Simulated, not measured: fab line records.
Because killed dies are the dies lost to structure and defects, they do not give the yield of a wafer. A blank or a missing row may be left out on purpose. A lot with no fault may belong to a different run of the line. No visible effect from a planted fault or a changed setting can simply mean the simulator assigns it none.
fab line records -- flow n5_finfet
record lots=11, wafers=33, last_day=18
route steps=1938 shown BEOL_M4@1110 BEOL_M5@1112
lots that met no fault: taken from a fault-free run of the same line
start_h: start of the lot's first displayed wafer, in hours after the record's first day -- wait_h: hours elapsed since this lot's preceding step -- " same as the row above -- L1.1+2: several wafers, shown together as one row -- - no value, or no start given -- * or withheld: withheld -- < > ~ a bound
route shown NAME@n: NAME is a module with steps in the file, n the number in the route of the first one -- usual: average and standard deviation across the fault-free wafers -- same: alike in all rows -- chamber/n: place in a boat -- sites: each site's reading -- _std_site: the standard deviation of these -- _edge_site: inner sites' mean taken away from outer sites' mean -- radius_mm: for every site, how far away it sits from the centre of the wafer -- mask NAME#n: copy n -- behind: the most recent tool/chamber to have shaped the wafer -- hold: reason for holding the lot/hours on hold/outcome of the hold -- device: transistor that didn't switch, given as n, p or np -- end of line: at the end of the route, the tests of the same wafers -- step lacking rows: just its recipe -- killed: the dies lost at the first sort to structure and to defects; this is not the yield of the wafer -- map: shows each die of a wafer: x if killed, . if not, _ if none is there
set.NAME: the setting that was run; set.NAME@STEP: the one run at that earlier step -- model.NAME: the simulator's own value behind a step, which no gauge read
the route's steps for a sample of lots (tables are steps, rows are wafers)
services: when a tool's chamber went out of use (start_h, in hours from the record's first day, below 0 if earlier), for how many hours, and the reason
## steps
# step N5_BEOL_M4_INSPECT_59
# recipe inspect_instrument=darkfield, mode=post_dep
# usual raw_defect_count=75/23
lot.wafer,tool,chamber,start_h,wait_h,raw_defect_count
L130.1,defect_inspect-01,-,170.63,0.0,73
L130.2,defect_inspect-01,-,170.63,0.0,55
L130.3,defect_inspect-01,-,170.63,0.0,66
L131.1,defect_inspect-02,-,175.15,0.0,69
L131.2,defect_inspect-02,-,175.15,0.0,91
L131.5,defect_inspect-02,-,175.15,0.0,50
L132.3,defect_inspect-02,-,185.87,0.0,70
L132.4,defect_inspect-02,-,185.87,0.0,68
L132.6,defect_inspect-02,-,185.87,0.0,70
L135.1,defect_inspect-02,-,199.06,0.0,92
L135.3,defect_inspect-02,-,199.06,0.0,66
L135.4,defect_inspect-02,-,199.06,0.0,81
L134.2,defect_inspect-01,-,201.60,0.0,91
L134.3,defect_inspect-01,-,201.60,0.0,78
L134.6,defect_inspect-01,-,201.60,0.0,70
L141.2,defect_inspect-01,-,239.56,0.0,78
L141.3,defect_inspect-01,-,239.56,0.0,88
L141.6,defect_inspect-01,-,239.56,0.0,49
L143.1,defect_inspect-01,-,257.89,0.0,64
L143.4,defect_inspect-01,-,257.89,0.0,61
L143.5,defect_inspect-01,-,257.89,0.0,55
L147.1,defect_inspect-01,-,262.22,0.0,51
L147.2,defect_inspect-01,-,262.22,0.0,56
L147.3,defect_inspect-01,-,262.22,0.0,93
L148.3,defect_inspect-01,-,283.16,0.0,94
L148.5,defect_inspect-01,-,283.16,0.0,95
L148.6,defect_inspect-01,-,283.16,0.0,69
L150.2,defect_inspect-01,-,303.05,0.0,89
L150.4,defect_inspect-01,-,303.05,0.0,129
L150.6,defect_inspect-01,-,303.05,0.0,77
L152.2,defect_inspect-01,-,305.91,0.0,92
L152.4,defect_inspect-01,-,305.91,0.0,102
L152.5,defect_inspect-01,-,305.91,0.0,87
# step N5_BEOL_M5_ILD_DEP_00
# recipe material=SiCOH_lowk, target_thk_a=1406.4, temp_c=300, precursor=DEMS/porogen, pressure_torr=5, rf_w=500, time_s=25.9
# usual heater_power_w=301/60, showerhead_plenum_p_Torr=5.728/0.015, susceptor_temp_C=300.01/0.2, throttle_valve_pct=13.8/1
lot.wafer,tool,chamber,start_h,wait_h,heater_power_w,showerhead_plenum_p_Torr,susceptor_temp_C,throttle_valve_pct
L130.1,pecvd-03,0,171.63,0.8,315,5.719,300.21,15.0
L130.2,pecvd-03,2,171.63,0.8,255,5.730,299.68,13.2
L130.3,pecvd-03,1,171.63,0.8,281,5.721,299.84,15.0
L131.1,pecvd-01,0,176.15,0.8,273,5.746,300.22,14.6
L131.2,pecvd-01,2,176.15,0.8,262,5.755,300.08,12.5
L131.5,pecvd-01,2,176.15,0.8,273,5.738,300.02,12.5
L132.3,pecvd-01,2,186.86,0.5,291,5.757,299.73,12.3
L132.4,pecvd-01,2,186.86,0.5,293,5.747,299.96,12.4
L132.6,pecvd-01,0,186.86,0.5,259,5.737,299.97,14.8
L135.1,pecvd-04,0,200.05,0.8,371,5.748,299.71,13.9
L135.3,pecvd-04,2,200.05,0.8,384,5.702,299.92,13.1
L135.4,pecvd-04,2,200.05,0.8,385,5.710,299.96,13.6
L134.2,pecvd-04,1,202.60,0.7,352,5.731,300.28,13.4
L134.3,pecvd-04,2,202.60,0.7,423,5.720,299.98,13.5
L134.6,pecvd-04,0,202.60,0.7,362,5.741,300.10,14.1
L141.2,pecvd-04,0,240.55,0.7,422,5.761,318.88,14.1
L141.3,pecvd-04,2,240.55,0.7,350,5.736,300.08,13.3
L141.6,pecvd-04,0,240.55,0.7,431,5.741,319.16,13.7
L143.1,pecvd-01,0,258.89,0.8,279,5.712,299.72,14.7
L143.4,pecvd-01,0,258.89,0.8,290,5.722,299.72,14.6
L143.5,pecvd-01,1,258.89,0.8,209,5.730,300.11,13.6
L147.1,pecvd-03,1,263.21,0.8,281,5.734,299.96,14.9
L147.2,pecvd-03,2,263.21,0.8,230,5.720,300.13,12.1
L147.3,pecvd-03,0,263.21,0.8,270,5.722,300.02,15.4
L148.3,pecvd-03,1,284.15,0.5,302,5.727,299.43,15.2
L148.5,pecvd-03,0,284.15,0.5,318,5.741,299.76,15.4
L148.6,pecvd-03,2,284.15,0.5,236,5.721,300.23,12.1
L150.2,pecvd-01,2,304.04,0.7,316,5.742,300.19,12.4
L150.4,pecvd-01,0,304.04,0.7,251,5.739,300.07,15.0
L150.6,pecvd-01,1,304.04,0.7,209,5.713,300.03,13.6
L152.2,pecvd-01,2,306.90,0.7,312,5.753,300.23,12.5
L152.4,pecvd-01,0,306.90,0.7,273,5.720,299.98,14.7
L152.5,pecvd-01,1,306.90,0.7,222,5.726,299.97,13.6
# step N5_BEOL_M5_THK_MEAS_01
# recipe reads=SiCOH_lowk_of_BEOL_M5_ILD_DEP_00
# usual M5_ILD_THK=120.6/1.5
lot.wafer,tool,chamber,start_h,wait_h,M5_ILD_THK[nm]
L130.1,film_metro-02,-,172.20,0.4,121.8
L130.2,film_metro-02,-,172.20,0.4,120.2
L130.3,film_metro-02,-,172.20,0.4,119.6
L131.1,film_metro-02,-,176.72,0.4,119.4
L131.2,film_metro-02,-,176.72,0.4,120.7
L131.5,film_metro-02,-,176.72,0.4,121.6
L132.3,film_metro-01,-,187.44,0.3,117.7
L132.4,film_metro-01,-,187.44,0.3,122.4
L132.6,film_metro-01,-,187.44,0.3,120.7
L135.1,film_metro-01,-,200.62,0.4,117.9
L135.3,film_metro-01,-,200.62,0.4,120.5
L135.4,film_metro-01,-,200.62,0.4,120.7
L134.2,film_metro-01,-,203.17,0.4,119.4
L134.3,film_metro-01,-,203.17,0.4,120.6
L134.6,film_metro-01,-,203.17,0.4,123.6
L141.2,film_metro-02,-,241.48,0.4,110.1
L141.3,film_metro-02,-,241.48,0.4,120.6
L141.6,film_metro-02,-,241.48,0.4,109.9
L143.1,film_metro-02,-,259.48,0.4,121.4
L143.4,film_metro-02,-,259.48,0.4,122.7
L143.5,film_metro-02,-,259.48,0.4,122.5
L147.1,film_metro-02,-,263.78,0.4,119.1
L147.2,film_metro-02,-,263.78,0.4,120.4
L147.3,film_metro-02,-,263.78,0.4,121.7
L148.3,film_metro-01,-,284.72,0.3,118.4
L148.5,film_metro-01,-,284.72,0.3,120.4
L148.6,film_metro-01,-,284.72,0.3,121.4
L150.2,film_metro-02,-,306.18,1.3,119.1
L150.4,film_metro-02,-,306.18,1.3,121.3
L150.6,film_metro-02,-,306.18,1.3,120.6
L152.2,film_metro-02,-,308.91,1.3,119.6
L152.4,film_metro-02,-,308.91,1.3,121.8
L152.5,film_metro-02,-,308.91,1.3,122.4
# step N5_BEOL_M5_PECVD_70
# recipe material=SiO2, target_thk_a=160, temp_c=400, precursor=TEOS/O2, pressure_torr=5.5, rf_w=450, teos_flow_sccm=53.8, gas=O2, flow_sccm=3000, time_s=18
# usual heater_power_w=724/120, showerhead_plenum_p_Torr=8.73/0.053, throttle_valve_pct=22.1/1.4
lot.wafer,tool,chamber,start_h,wait_h,heater_power_w,showerhead_plenum_p_Torr,throttle_valve_pct
L130.1,pecvd-04,1,172.24,0.0,828,8.72,21.4
L130.2,pecvd-04,2,172.24,0.0,941,8.70,21.6
L130.3,pecvd-04,0,172.24,0.0,793,8.80,22.5
L131.1,pecvd-01,1,176.76,0.0,558,8.68,21.9
L131.2,pecvd-01,0,176.76,0.0,558,8.73,23.6
L131.5,pecvd-01,1,176.76,0.0,572,8.68,21.8
L132.3,pecvd-04,1,187.47,0.0,755,8.72,21.8
L132.4,pecvd-04,0,187.47,0.0,686,8.79,22.6
L132.6,pecvd-04,1,187.47,0.0,763,8.73,21.6
L135.1,pecvd-04,2,200.66,0.0,948,8.70,21.9
L135.3,pecvd-04,0,200.66,0.0,822,8.80,22.5
L135.4,pecvd-04,0,200.66,0.0,846,8.80,22.3
L134.2,pecvd-04,2,203.21,0.0,884,8.67,21.8
L134.3,pecvd-04,1,203.21,0.0,892,8.75,21.6
L134.6,pecvd-04,0,203.21,0.0,742,8.80,22.5
L141.2,pecvd-03,1,241.51,0.0,625,8.75,24.3
L141.3,pecvd-03,2,241.51,0.0,641,8.68,19.4
L141.6,pecvd-03,2,241.51,0.0,628,8.72,19.4
L143.1,pecvd-04,2,259.51,0.0,852,8.70,21.9
L143.4,pecvd-04,1,259.51,0.0,859,8.75,21.3
L143.5,pecvd-04,0,259.51,0.0,687,8.83,22.7
L147.1,pecvd-01,1,263.82,0.0,525,8.68,21.9
L147.2,pecvd-01,0,263.82,0.0,597,8.72,24.1
L147.3,pecvd-01,2,263.82,0.0,692,8.83,20.0
L148.3,pecvd-04,1,284.76,0.0,789,8.69,21.4
L148.5,pecvd-04,0,284.76,0.0,820,8.81,22.9
L148.6,pecvd-04,1,284.76,0.0,786,8.73,21.4
L150.2,pecvd-01,1,306.22,0.0,548,8.68,22.0
L150.4,pecvd-01,2,306.22,0.0,705,8.78,20.1
L150.6,pecvd-01,1,306.22,0.0,536,8.70,21.8
L152.2,pecvd-03,1,308.95,0.0,641,8.77,24.3
L152.4,pecvd-03,1,308.95,0.0,639,8.73,24.3
L152.5,pecvd-03,2,308.95,0.0,633,8.67,19.7
# step N5_BEOL_M5_HM_DEP_02
# recipe material=TiN, target_thk_a=200, temp_c=25, chamber_pressure_pa=0.49996
# usual susceptor_temp_C=25.01/0.12, throttle_valve_pct=30.2/1.3
lot.wafer,tool,chamber,start_h,wait_h,susceptor_temp_C,throttle_valve_pct
L130.1,pvd_sputter-02,-,172.30,0.0,25.08,30.2
L130.2,pvd_sputter-02,-,172.30,0.0,24.82,28.2
L130.3,pvd_sputter-02,-,172.30,0.0,24.91,32.9
L131.1,pvd_sputter-01,-,179.84,3.1,25.05,30.6
L131.2,pvd_sputter-01,-,179.84,3.1,25.07,29.7
L131.5,pvd_sputter-01,-,179.84,3.1,25.06,29.8
L132.3,pvd_sputter-03,-,187.87,0.4,25.20,29.1
L132.4,pvd_sputter-03,-,187.87,0.4,25.10,30.1
L132.6,pvd_sputter-03,-,187.87,0.4,25.08,30.2
L135.1,pvd_sputter-01,-,201.77,1.1,25.23,30.0
L135.3,pvd_sputter-01,-,201.77,1.1,25.05,30.4
L135.4,pvd_sputter-01,-,201.77,1.1,24.74,30.5
L134.2,pvd_sputter-02,-,205.12,1.9,24.81,30.0
L134.3,pvd_sputter-02,-,205.12,1.9,25.05,28.1
L134.6,pvd_sputter-02,-,205.12,1.9,25.11,30.2
L141.2,pvd_sputter-01,-,244.08,2.5,25.27,30.7
L141.3,pvd_sputter-01,-,244.08,2.5,24.93,29.8
L141.6,pvd_sputter-01,-,244.08,2.5,25.16,29.7
L143.1,pvd_sputter-01,-,261.35,1.8,25.00,29.5
L143.4,pvd_sputter-01,-,261.35,1.8,25.00,30.3
L143.5,pvd_sputter-01,-,261.35,1.8,25.08,30.7
L147.1,pvd_sputter-03,-,265.70,1.9,25.09,28.9
L147.2,pvd_sputter-03,-,265.70,1.9,24.80,30.4
L147.3,pvd_sputter-03,-,265.70,1.9,24.85,29.9
L148.3,pvd_sputter-02,-,285.42,0.6,25.03,27.9
L148.5,pvd_sputter-02,-,285.42,0.6,24.77,28.3
L148.6,pvd_sputter-02,-,285.42,0.6,25.05,32.8
L150.2,pvd_sputter-02,-,310.42,4.2,24.95,33.2
L150.4,pvd_sputter-02,-,310.42,4.2,25.00,30.4
L150.6,pvd_sputter-02,-,310.42,4.2,24.92,30.5
L152.2,pvd_sputter-03,-,310.71,1.7,24.97,30.9
L152.4,pvd_sputter-03,-,310.71,1.7,24.88,28.7
L152.5,pvd_sputter-03,-,310.71,1.7,25.12,30.5
## services
tool,chamber,start_h,hours,kind
pecvd-04,-,200.20,0.3,repair
pecvd-03,2,202.38,-,clean
pecvd-03,2,202.38,-,consumable_replace:showerhead
pecvd-03,2,202.38,29.0,scheduled_down
pecvd-03,2,202.38,29.0,vent_cycle
pecvd-04,1,230.26,5.5,scheduled_down
pecvd-01,2,234.74,4.8,repair
pecvd-01,0,247.98,5.0,scheduled_down
pecvd-04,0,254.36,4.9,repair
pecvd-01,2,257.52,2.1,scheduled_down
pecvd-04,2,259.74,5.0,scheduled_down
pecvd-03,1,275.23,2.1,scheduled_down
pecvd-03,2,293.15,5.0,scheduled_down
pecvd-01,-,310.45,1.7,repair
## key
first_sign step=N5_BEOL_M5_ILD_DEP_00, reading=susceptor_temp_C, direction=up, sigmas=97, usual=*, struck=*
effect step=N5_BEOL_M5_THK_MEAS_01, reading=M5_ILD_THK, direction=down, sigmas=7, usual=120.6, struck=110.0
met_at N5_BEOL_M5_ILD_DEP_00
struck_lots L141
struck_wafers L141.2,L141.6
not_acting_at N5_BEOL_M4_INSPECT_59,N5_BEOL_M5_PECVD_70,N5_BEOL_M5_HM_DEP_02
onset_between 202.60 240.55
fault kind=process_parameter_drift, tool=pecvd-04, chamber=0, onset_h=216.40, steps=N5_BEOL_M5_ILD_DEP_00, channel=temp_c, offset=*, shape=step, acts_in=*, stated=*
